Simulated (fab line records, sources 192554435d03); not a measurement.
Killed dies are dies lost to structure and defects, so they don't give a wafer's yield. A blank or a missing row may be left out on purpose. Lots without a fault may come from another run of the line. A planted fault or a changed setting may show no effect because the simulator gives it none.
fab line records | flow n5_finfet
record lots=5 wafers=15 last_day=20
route steps=1938 shown BEOL_M3@972 BEOL_M4@1111 PASSIVATION@1936
lots that met no fault: from a run of the same line without faults
start_h: hours from the record's first day to the start of the lot's first wafer shown | wait_h: hours since the lot's step before | " the same as in the row above | L1.1+2: a row that stands for several wafers | - no value, or no start given | * or withheld: withheld | < > ~ a bound
route shown NAME@n: a module of which the file shows steps, and the number in the route of the first | usual: mean/standard deviation of fault-free wafers | same: alike in all rows | chamber/n: place in a boat | sites: the reading at each site | _std_site: their standard deviation | _edge_site: outer sites' mean less inner sites' | radius_mm: how far each site lies from the wafer's centre | mask NAME#n: copy n | behind: the tool/chamber that last shaped the wafer | hold: why the lot was held/for how many hours/how that ended | device: the transistor (n, p or np) that didn't switch | end of line: the same wafers' tests at the end of the route | a step without rows: its recipe alone | killed: dies lost to structure and defects at the first sort, not the wafer's yield | map: a wafer's dies, x killed, . not, _ none there
set.NAME: the setting as run; set.NAME@STEP: as run at that earlier step | model.NAME: the simulator's own value behind a step, which no gauge read
lots at some steps of the route; a table a step, a row a wafer
services: from which hour (start_h, from the record's first day; less than 0 if before it) a tool's chamber was out of use, for how many hours, and why
## steps
# step N5_BEOL_M3_ALD_98
# recipe material=SiO2 target_thk_a=25 temp_c=100 ald_precursor_family=BDEAS ald_co_reactant=O2-plasma pulse_time_s=1 co_reactant_pulse_time_s=1 purge_time_s=2 co_reactant_purge_time_s=2 ald_cycles=17 pressure_torr=2
# step N5_BEOL_M3_ETCHBACK_99
# recipe chemistry=CHF3 target=SiO2 target_depth_a=50 time_s=10.4 source_w=215 bias_w=47 Ar_flow_sccm=200 CHF3_flow_sccm=12 ion_energy_ev=100 pressure_mtorr=30
# step N5_BEOL_M3_ETCH_70
# recipe chemistry=N2/H2 target=SOC target_depth_a=800 overetch_a=160 mask_material=SiARC temp_c=40 time_s=120 ion_energy_ev=200 pressure_mtorr=30 source_w=840 bias_w=150 n2_flow_sccm=200 h2_flow_sccm=200
# step N5_BEOL_M3_STRIP_71
# recipe chemistry=N2/H2 temp_c=40 n2_flow_sccm=200 h2_flow_sccm=200 rf_frequency_hz=6e+07
# step N5_BEOL_M3_STRIP_78
# recipe chemistry=N2/H2 temp_c=40 n2_flow_sccm=200 h2_flow_sccm=200 rf_frequency_hz=6e+07
# step N5_BEOL_M3_VIA_ETCH_34
# recipe chemistry=C4F6/O2 target_depth_a=694 mask_material=SOC pressure_mtorr=15 ion_energy_ev=250 taper_deg=4 time_s=65.9 source_w=350 bias_w=170 Ar_flow_sccm=300 C4F6_flow_sccm=10 O2_flow_sccm=10
# step N5_BEOL_M3_STRIP_83
# recipe chemistry=C4F6/O2 resist=SiARC rf_frequency_hz=6e+07
# step N5_BEOL_M3_STRIP_36
# recipe chemistry=N2/H2 power_w=450 temp_c=40 pressure_mtorr=20 rf_frequency_hz=6e+07 overash_fraction=0.3 bias_power_w=7 h2_frac=0.5 n2_flow_sccm=200 h2_flow_sccm=200
# step N5_BEOL_M3_TRENCH_ETCH_37
# recipe chemistry=C4F6/O2 target_depth_a=555.55 target=SiOC time_s=29.2 ion_energy_ev=250 pressure_mtorr=30 source_w=355 bias_w=185 Ar_flow_sccm=300 C4F6_flow_sccm=10 O2_flow_sccm=10
# step N5_BEOL_M3_ETCH_41
# recipe chemistry=CH3F/O2 target=SiCN target_depth_a=299 taper_deg=2 time_s=52.5 ion_energy_ev=120 mask_material=TiN pressure_mtorr=30 source_w=395 bias_w=75 Ar_flow_sccm=150 CH3F_flow_sccm=30 O2_flow_sccm=20
# step N5_BEOL_M3_STRIP_97
# recipe chemistry=N2/H2 time_s=10 power_w=450 temp_c=40 pressure_mtorr=20 rf_frequency_hz=6e+07 bias_power_w=7 n2_flow_sccm=200 h2_flow_sccm=200
# step N5_BEOL_M3_HM_STRIP_39
# recipe chemistry=peroxide_tin_strip material=TiN target_depth_a=250 temp_c=50 time_s=158
# usual bath_guard_temp_C=50.1/0.56 bath_heat_duty_pct=7.3/0.66
# columns lot.wafer tool chamber start_h wait_h bath_guard_temp_C bath_heat_duty_pct model.TiN_of_BEOL_M3_HM_DEP_02.thk_nm
L990.1 wet_bench-06 2 223.47 0.0 49.5 7.0 0
L990.3 " 0 " " 50.3 6.8 0
L990.6 " 5 " " 49.4 8.2 0
L994.1 wet_bench-01 7 276.30 0.0 - - 17.6
L994.3 " 6 " " - - 17.8
L994.5 " 2 " " - - 17.4
L997.3 wet_bench-06 3 279.90 0.0 - - 17.4
L997.4 " 6 " " - - 17.6
L997.5 " 0 " " - - 17.4
L999.2 wet_bench-06 2 283.97 0.0 - - 18
L999.3 " 7 " " - - 18.2
L999.6 " 4 " " - - 17.6
L103.1 wet_bench-03 0 322.15 0.0 50.6 8.0 0
L103.3 " 1 " " 50.4 6.0 0
L103.6 " 7 " " 51.1 7.8 0
# step N5_BEOL_M3_SRD_40
# recipe time_s=30 temp_c=23 rinse_liquid=diw dry=ipa_marangoni
# step N5_BEOL_M3_PRECLEAN_42
# recipe chemistry=residue_remover time_s=60 temp_c=40
# columns lot.wafer tool chamber start_h wait_h model.TiN_of_BEOL_M3_HM_DEP_02.thk_nm
L990.1+3+6 wet_bench-06 2,0,5 223.53 0.0 0
L994.1 wet_bench-01 7 276.36 0.0 6.6
L994.3 " 6 " " 6.8
L994.5 " 2 " " 6.4
L997.3+5 wet_bench-06 3,0 279.96 0.0 6.4
L997.4 " 6 " " 6.6
L999.2 wet_bench-06 2 284.04 0.0 7
L999.3 " 7 " " 7.2
L999.6 " 4 " " 6.6
L103.1+3+6 wet_bench-03 0,1,7 322.22 0.0 0
# step N5_BEOL_M3_SRD_43
# recipe time_s=30 temp_c=23 rinse_liquid=diw dry=ipa_marangoni
# step N5_BEOL_M3_DEGAS_44
# recipe ambient=vacuum temp_c=250 time_s=60
# step N5_BEOL_M3_PRE_CLEAN_45
# recipe gas=H2/He time_s=30 temp_c=250
# step N5_BEOL_M3_ALD_84
# recipe material=TaN target_thk_a=* temp_c=275 ald_precursor_family=PDMAT ald_co_reactant=NH3 pressure_torr=3 carrier_flow_sccm=1500 pulse_time_s=2 purge_time_s=3 co_reactant_purge_time_s=2 co_reactant_pulse_time_s=3 ald_cycles=30 precursor_vessel_temp_c=75 precursor_vessel_pressure_torr=26.25 precursor_vessel_carrier_sccm=1000
# step N5_BEOL_M3_SURFACE_TREAT_85
# recipe gas=Ar time_s=* ion_energy_ev=* ion_current_ma_cm2=0.5 pressure_mtorr=* ar_flow_sccm=30
# step N5_BEOL_M3_CVD_47
# recipe material=Co target_thk_a=30 temp_c=withheld precursor=CCTBA/H2 pressure_torr=30 time_s=223.8
# step N5_BEOL_M3_SPUTTER_48
# recipe material=Cu target_thk_a=45 temp_c=-20 chamber_pressure_pa=0.07 power_w=withheld time_s=8.29
# step N5_BEOL_M3_ANNEAL_49
# recipe temp_c=400 time_s=240 ambient=vacuum
# step N5_BEOL_M3_SPUTTER_79
# recipe material=Cu target_thk_a=45 temp_c=-20 chamber_pressure_pa=0.07 power_w=withheld time_s=8.29
# step N5_BEOL_M3_ANNEAL_80
# recipe temp_c=400 time_s=240 ambient=vacuum
# step N5_BEOL_M3_SPUTTER_81
# recipe material=Cu target_thk_a=45 temp_c=-20 chamber_pressure_pa=0.07 power_w=withheld time_s=8.29
# step N5_BEOL_M3_ANNEAL_82
# recipe temp_c=400 time_s=240 ambient=vacuum
# step N5_BEOL_M3_SPUTTER_86
# recipe material=Cu target_thk_a=45 temp_c=-20 chamber_pressure_pa=0.07 power_w=withheld time_s=8.29
# step N5_BEOL_M3_ANNEAL_87
# recipe temp_c=400 time_s=240 ambient=vacuum
# step N5_BEOL_M3_SPUTTER_88
# recipe material=Cu target_thk_a=45 temp_c=-20 chamber_pressure_pa=0.07 power_w=withheld time_s=8.29
# step N5_BEOL_M3_ANNEAL_89
# recipe temp_c=400 time_s=240 ambient=vacuum
# step N5_BEOL_M3_SPUTTER_90
# recipe material=Cu target_thk_a=45 temp_c=-20 chamber_pressure_pa=0.07 power_w=withheld time_s=8.29
# step N5_BEOL_M3_ANNEAL_91
# recipe temp_c=400 time_s=240 ambient=vacuum
# step N5_BEOL_M3_SPUTTER_92
# recipe material=Cu target_thk_a=45 temp_c=-20 chamber_pressure_pa=0.07 power_w=withheld time_s=8.29
# step N5_BEOL_M3_ANNEAL_93
# recipe temp_c=400 time_s=240 ambient=vacuum
# step N5_BEOL_M3_SPUTTER_94
# recipe material=Cu target_thk_a=45 temp_c=-20 chamber_pressure_pa=0.07 power_w=withheld time_s=8.29
# step N5_BEOL_M3_ANNEAL_95
# recipe temp_c=400 time_s=240 ambient=vacuum
# step N5_BEOL_M3_SPUTTER_96
# recipe material=Cu target_thk_a=45 temp_c=-20 chamber_pressure_pa=0.07 power_w=withheld time_s=8.29
# step N5_BEOL_M3_ECD_50
# recipe material=Cu target_thk_a=3000
# step N5_BEOL_M3_ANNEAL_51
# recipe temp_c=225 time_s=90 ambient=N2
# step N5_BEOL_M3_CMP_52
# recipe stop_on=SiOC t_overpolish_s=6.8 down_force_psi=1 platen_rpm=50 clearing_platen_down_force_psi=1.5 clearing_platen_rpm=50 post_cmp_clean=cu_alkaline target_thk_nm=40 clearing_platen_pad_velocity_m_s=0.99484 pad_velocity_m_s=0.99484
# usual barrier_field_endpoint_s=24.7/0.66 clearing_platen_down_force_psi=1.500/0.003 motor_current_A=6.2/0.72
# columns lot.wafer tool chamber start_h wait_h barrier_field_endpoint_s clearing_platen_down_force_psi motor_current_A
L990.3 cmp-03 0 226.56 0.2 24.3 1.499 6.4
L990.1 " 2 " " 23.3 1.500 6.2
L990.6 " 3 " " 24.2 1.496 6.1
L994.1 cmp-02 1 279.76 0.3 32.6 1.505 5.9
L994.3 " 3 " " 32.3 1.505 6.1
L994.5 " 1 " " 32.9 1.503 5.7
L997.3 cmp-02 1 284.98 0.3 32.2 1.504 5.7
L997.4 " 2 " " 32.1 1.498 5.2
L997.5 " 2 " " 31.9 1.499 5.0
L999.2 cmp-03 1 291.65 0.2 33.5 1.497 5.7
L999.3 " 0 " " 32.8 1.505 6.3
L999.6 " 2 " " 31.8 1.502 6.0
L103.1 cmp-03 1 325.93 0.3 25.2 1.496 6.3
L103.3 " 3 " " 25.1 1.501 6.2
L103.6 " 1 " " 25.7 1.499 6.4
# step N5_BEOL_M4_RC_MEAS_101
# usual DIBL_N=36.5/2.1 DIBL_P=36.6/2.6 IOFF_N=0.17/0.044 IOFF_P=0.21/0.048 ION_N=674/17 ION_P=462/9.5 SS_N=71.6/0.77 SS_P=73.5/0.72 VT_N=250/4.2 VT_P=-250/3.9
# columns lot.wafer tool chamber start_h wait_h DIBL_N[mV/V] DIBL_P[mV/V] IOFF_N[nA/um] IOFF_P[nA/um] ION_N[uA/um] ION_P[uA/um] SS_N[mV/dec] SS_P[mV/dec] VT_N[mV] VT_P[mV]
L990.1 prober-02 0 250.55 0.0 35.8 35.9 0.15 0.19 677 464 71.6 74.5 250 -252
L990.3 " 0 " " 34.4 34.2 0.13 0.17 670 462 70.6 73.3 252 -253
L990.6 " 0 " " 35.1 35.7 0.15 0.19 686 465 71.4 73.3 249 -252
L994.1 prober-02 0 299.86 0.0 37.1 37.3 0.15 0.19 649 446 71.8 73.7 250 -255
L994.3 " 0 " " 36.4 39.2 0.17 0.23 682 463 71.4 74.4 249 -252
L994.5 " 0 " " 34.2 35.2 0.13 0.18 664 459 71.0 73.3 253 -251
L999.2 prober-01 0 300.08 0.2 36.9 36.9 0.19 0.27 669 465 71.8 73.9 249 -243
L999.3 " 0 " " 35.1 35.0 0.15 0.23 673 473 70.8 73.1 248 -245
L999.6 " 0 " " 35.9 35.6 0.16 0.24 688 479 71.6 73.9 250 -245
L997.3 prober-02 0 301.10 0.8 34.5 33.2 0.11 0.18 653 450 70.7 72.4 254 -252
L997.4 " 0 " " 40.4 39.9 0.24 0.30 693 479 72.2 73.5 243 -246
L997.5 " 0 " " 34.7 33.7 0.12 0.20 663 464 70.4 72.4 250 -249
L103.1 prober-02 0 345.98 0.0 38.3 40.5 0.25 0.38 690 478 72.9 74.8 242 -240
L103.3 " 0 " " 35.2 33.6 0.15 0.20 658 449 72.6 72.4 251 -249
L103.6 " 0 " " 37.8 39.6 0.23 0.31 710 485 72.4 74.4 244 -243
# step N5_PASSIVATION_PROBE_49
# usual defect_limited_yield=91.2/1.5 killed_at_M0_to_M3=36/10 killed_at_M4_up=14/5.2 killed_at_contacts=12/6 killed_at_front_end=37/10 killed_at_other=4/3.3 killed_dies=104/18 killed_open=68/14 killed_short=34/7.4 sort_bin_4_leakage=0.01/0.04 sort_bin_5_function=5.2/1 sort_bin_6_memory=3.3/0.7 sort_bin_8_speed=0.01/0.045 sort_n_pass=1076/18 sort_yield_pct=91.2/1.5
# same gross_dies=1180 killed_at_back_side=0
# columns lot.wafer tool chamber start_h wait_h defect_limited_yield[%] killed_at_M0_to_M3 killed_at_M4_up killed_at_contacts killed_at_front_end killed_at_other killed_dies killed_open killed_short sort_bin_4_leakage[%] sort_bin_5_function[%] sort_bin_6_memory[%] sort_bin_8_speed[%] sort_n_pass sort_yield_pct[%]
L990.1 prober-02 - 348.15 0.0 89.5 59 13 14 32 6 124 88 34 0 7.4 2.9 0 1056 89.5
L990.3 prober-02 - 348.25 0.1 89.2 36 21 19 43 8 127 88 37 0 6.4 4.0 0 1053 89.2
L990.6 prober-02 - 348.40 0.3 87.2 71 21 10 39 10 151 110 39 0 7.9 4.6 0 1029 87.2
L997.3 prober-01 - 399.16 0.1 88.1 84 11 11 31 4 141 68 40 0 7.2 4.7 0 1039 88.1
L997.4 prober-01 - 399.21 0.2 88.0 84 14 2 28 14 142 58 33 0 6.6 5.1 0 1038 88.0
L997.5 prober-01 - 399.26 0.2 85.9 96 3 7 47 13 166 62 40 0 8.1 4.7 0 1014 85.9
L994.1 prober-02 - 419.59 0.0 88.6 70 9 15 40 1 135 66 38 0 6.5 4.6 0 1045 88.6
L994.3 prober-02 - 419.69 0.1 88.8 56 9 28 31 8 132 67 34 0 7.0 3.9 0 1048 88.8
L994.5 prober-02 - 419.79 0.2 87.0 77 16 23 32 5 153 67 55 0 8.5 3.9 0 1027 87.0
L999.2 prober-01 - 420.08 0.1 90.3 61 8 4 33 8 114 47 28 0 5.9 3.5 0.08 1066 90.3
L999.6 prober-01 - 420.28 0.3 87.9 46 27 7 57 6 143 88 30 0 7.2 4.6 0 1037 87.9
L103.1 prober-02 - 488.66 0.0 90.1 42 8 25 28 14 117 82 32 0.08 5.6 3.9 0 1062 90.0
L103.3 prober-02 - 488.76 0.1 92.6 35 7 27 16 2 87 65 21 0 4.9 2.2 0 1093 92.6
L103.6 prober-02 - 488.91 0.3 88.9 55 11 9 43 13 131 74 47 0 6.5 4.4 0 1049 88.9
# killed by level:class
L990.1 BEOL_M2:geometric_particle:open=17 MOL_CONTACT_COAG:geometric_particle:open=10 BEOL_M1:geometric_particle:open=9 STI_FIN_REVEAL:geometric_particle:open=9 BEOL_M0_SAQP:geometric_particle:open=8 FIN_SAQP:geometric_particle:short=7 BEOL_M0:geometric_particle:open=7 BEOL_M0_SAQP:geometric_particle:short=6
L990.3 MOL_CONTACT_COAG:geometric_particle:open=17 BEOL_M4:geometric_particle:open=14 BEOL_M3:geometric_particle:open=11 ILD0:geometric_particle:short=9 DUMMY_GATE:geometric_particle:open=8 BEOL_M2:geometric_particle:open=7 MIM_TOP_ETCH:geometric_particle:short=6 GATE_CUT:geometric_particle:short=5
L990.6 BEOL_M0_SAQP:geometric_particle:open=16 BEOL_M3:geometric_particle:open=15 BEOL_M0_SAQP:geometric_particle:short=14 STI_FIN_REVEAL:geometric_particle:open=10 BEOL_M4:geometric_particle:open=9 FIN_SAQP:geometric_particle:open=8 BEOL_M2:geometric_particle:open=8 MOL_CONTACT_COAG:geometric_particle:open=8
L997.3 BEOL_M3:interface_void_opened=33 BEOL_M0_SAQP:geometric_particle:open=18 BEOL_M0_SAQP:geometric_particle:short=16 FIN_SAQP:geometric_particle:open=10 FIN_SAQP:geometric_particle:short=9 MOL_CONTACT_COAG:geometric_particle:open=9 BEOL_M3:geometric_particle:open=6 STI_FIN_REVEAL:geometric_particle:open=4
L997.4 BEOL_M3:interface_void_opened=42 BEOL_M0_SAQP:geometric_particle:open=9 PASSIVATION:area_etch=9 BEOL_M0_SAQP:geometric_particle:short=8 FIN_SAQP:geometric_particle:open=7 FIN_SAQP:geometric_particle:short=6 BEOL_M3:geometric_particle:open=6 BEOL_M4:geometric_particle:open=6
L997.5 BEOL_M3:interface_void_opened=46 BEOL_M0_SAQP:geometric_particle:open=14 HKMG_FIN:area_etch=13 BEOL_M3:geometric_particle:open=10 FIN_SAQP:geometric_particle:short=9 BEOL_M0_SAQP:geometric_particle:short=9 FIN_SAQP:geometric_particle:open=7 MOL_CONTACT_COAG:geometric_particle:open=7
L994.1 BEOL_M3:interface_void_opened=29 BEOL_M0_SAQP:geometric_particle:short=13 FIN_SAQP:geometric_particle:open=10 MOL_CONTACT_COAG:geometric_particle:open=10 BEOL_M0_SAQP:geometric_particle:open=8 BEOL_M3:geometric_particle:open=6 MOL_CONTACT_COAG:geometric_particle:short=5 BEOL_M2:geometric_particle:open=5
L994.3 BEOL_M3:interface_void_opened=29 MOL_CONTACT_COAG:geometric_particle:open=23 BEOL_M3:geometric_particle:short=7 STI_FIN_REVEAL:geometric_particle:open=6 BEOL_M2:geometric_particle:open=6 DUMMY_GATE:geometric_particle:open=5 MOL_CONTACT_COAG:geometric_particle:short=5 BEOL_M4:geometric_particle:open=4
L994.5 BEOL_M3:interface_void_opened=31 BEOL_M0_SAQP:geometric_particle:open=16 MOL_CONTACT_COAG:geometric_particle:open=15 BEOL_M0_SAQP:geometric_particle:short=12 MOL_CONTACT_COAG:geometric_particle:short=8 BEOL_M3:geometric_particle:open=7 GATE_CUT:geometric_particle:short=5 BEOL_M5:geometric_particle:short=5
L999.2 BEOL_M3:interface_void_opened=38 BEOL_M0_SAQP:geometric_particle:open=7 STARTING-WAFER:geometric_particle:open=6 STI_FIN_REVEAL:geometric_particle:open=5 DUMMY_GATE:geometric_particle:open=5 MOL_CONTACT_COAG:geometric_particle:open=4 BEOL_M0_SAQP:geometric_particle:short=4 MIM_TOP_ETCH:geometric_particle:short=4
L999.6 BEOL_M3:interface_void_opened=25 BEOL_M4:geometric_particle:open=18 STI_FIN_REVEAL:geometric_particle:open=11 FIN_SAQP:geometric_particle:open=8 ILD0:geometric_particle:open=7 BEOL_M1:geometric_particle:open=7 FIN_SAQP:geometric_particle:short=6 MOL_CONTACT_COAG:geometric_particle:open=6
L103.1 MOL_CONTACT_COAG:geometric_particle:open=25 FIN_SAQP:geometric_particle:open=11 BEOL_M0_SAQP:geometric_particle:short=11 BEOL_M2:geometric_particle:open=9 BEOL_M0_SAQP:geometric_particle:open=8 BEOL_M3:geometric_particle:open=6 STI_FIN_REVEAL:geometric_particle:open=4 MIM_TOP_ETCH:geometric_particle:open=4
L103.3 MOL_CONTACT_COAG:geometric_particle:open=22 BEOL_M2:geometric_particle:open=7 FIN_SAQP:geometric_particle:open=6 BEOL_M1:geometric_particle:open=6 BEOL_M0_SAQP:geometric_particle:open=6 STI_FIN_REVEAL:geometric_particle:open=5 MOL_CONTACT_COAG:geometric_particle:short=5 BEOL_M0_SAQP:geometric_particle:short=5
L103.6 BEOL_M0_SAQP:geometric_particle:open=16 BEOL_M0_SAQP:geometric_particle:short=15 FIN_SAQP:geometric_particle:short=14 FIN_SAQP:geometric_particle:open=12 PASSIVATION:area_etch=8 DUMMY_GATE:geometric_particle:open=6 MOL_CONTACT_COAG:geometric_particle:open=6 BEOL_M3:geometric_particle:open=6
# map L994.5 (x killed, . not)
_________________........x...________________
______________.......x.....x...._____________
___________....x..x.......x..x...x.__________
__________........x........xxx..x.xx_________
________..x..........x.........x......_______
_______........x.........x...x........x______
______.x.x..xx..x......x.....x.........._____
_____...x....x...x........xx........x....____
____..xx....x.....x.x...............x.x...___
___.......x..........x...x.....x...........__
___...x.......xx..x...................x....__
__.......x..............x.x................._
__x..........x....x...x..............x.x...._
_....................x...................x...
_.......xx.x.x....x.x......xx..x.............
_.xx................x.x............x.x.......
_........x..x....................x......x.x..
_..........x...x....................x........
_..............................x.............
_.......x..x....x...xx.....................x.
_............................x..x............
__..............x......................x..x._
__.......x...........x....x...........x....._
___.......x....x.........x......x..........__
___.......x.x.....xx........x...x..........__
____.......x....x..x.......x..........x...___
_____........x...............x....x...x.x____
______..x..x..........x.x.....x.x.xx...._____
_______x........x..........x......x..x.______
________......x.....x...x.x.....x.x..._______
__________..x........x.............._________
___________...........x............__________
______________x...x.xxx...xx..x._____________
_________________.......x...x________________
# map L997.5 (x killed, . not)
_________________...x........________________
______________....x.....x......._____________
___________x.x.................x...__________
__________.........xx..............x_________
________.......x...............x...x.._______
_______.x.x...x......x.....x.x.........______
______....x.........................x..._____
_____.......x.x.x..x....x.........x.x....____
____........x......x...........x..x.....x.___
___x..x...xx.......x................x......__
___.x.........x...x...........x.x..x.x.x...__
__..xx............x...x.x......xx.........xx_
__............xx.....x..x...x.xx.........x.x_
_...x............................x.x..x....x.
_...............x......x.............x..x....
_.........xx.x............x...x...........x..
_x...................x...x...x.......xx...x..
_......................xx.......x......x.....
_x....x...x................x................x
_xx............x.x......x.xx......xx.....x...
_x....xx.x..........x.....x...x............xx
__...x...........x.....xx.......x.x.......x._
__......x............x..x...............x.xx_
___.................x......................__
___..x.........xx...xx..........x.x..x....x__
____.x...........x.....x.........x........___
_____.....x..............x...............____
______...x.......x.......x.............._____
_______..xx....x..xx..x.............xx.______
________.....x....x.................x._______
__________......x.....x............._________
___________.....x.....x............__________
______________...x........xx.xx._____________
_________________............________________
## services
# columns tool chamber start_h hours kind
cmp-03 - 204.67 4.0 pm
cmp-03 - 208.67 - consumable_replace:conditioner
cmp-03 - 208.67 - consumable_replace:pad
cmp-03 - 216.66 0.9 repair
cmp-02 - 216.81 1.2 repair
cmp-02 - 231.63 10.3 pm
cmp-03 - 244.00 1.0 repair
cmp-02 - 259.41 4.0 pm
cmp-02 - 289.59 4.6 pm
cmp-02 - 321.72 0.3 repair
## key
first_sign step=N5_BEOL_M3_HM_STRIP_39 reading=tool_record direction=missing
effect step=N5_BEOL_M3_CMP_52 reading=barrier_field_endpoint_s direction=up sigmas=12 usual=24.7 struck=32.5
effect step=N5_PASSIVATION_PROBE_49 reading=killed_at_M0_to_M3 direction=up sigmas=3.4 usual=36 struck=72
model_effect step=N5_BEOL_M3_HM_STRIP_39 value=TiN_of_BEOL_M3_HM_DEP_02.thk_nm without=0 struck=17.67
model_effect step=N5_BEOL_M3_PRECLEAN_42 value=TiN_of_BEOL_M3_HM_DEP_02.thk_nm without=0 struck=6.667
met_at N5_BEOL_M3_HM_STRIP_39
struck_wafers L994.1,L994.3,L994.5,L997.3,L997.4,L997.5,L999.2,L999.3,L999.6
rows_end L999.3
baseline_loss step=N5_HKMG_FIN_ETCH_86 wafers=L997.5
onset_between 223.47 276.30
fault kind=skipped_step_whole tool=wet_bench-01,wet_bench-06 chamber=- onset_h=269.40 steps=N5_BEOL_M3_HM_STRIP_39 scope=struck_lots_only
# rows_end: these wafers met a further fault down the route, and their rows from its step on are left out
# baseline_loss: these wafers lose ten dies or more at that step, a loss of the line's own and not of a fault; the sort's usual values leave them out
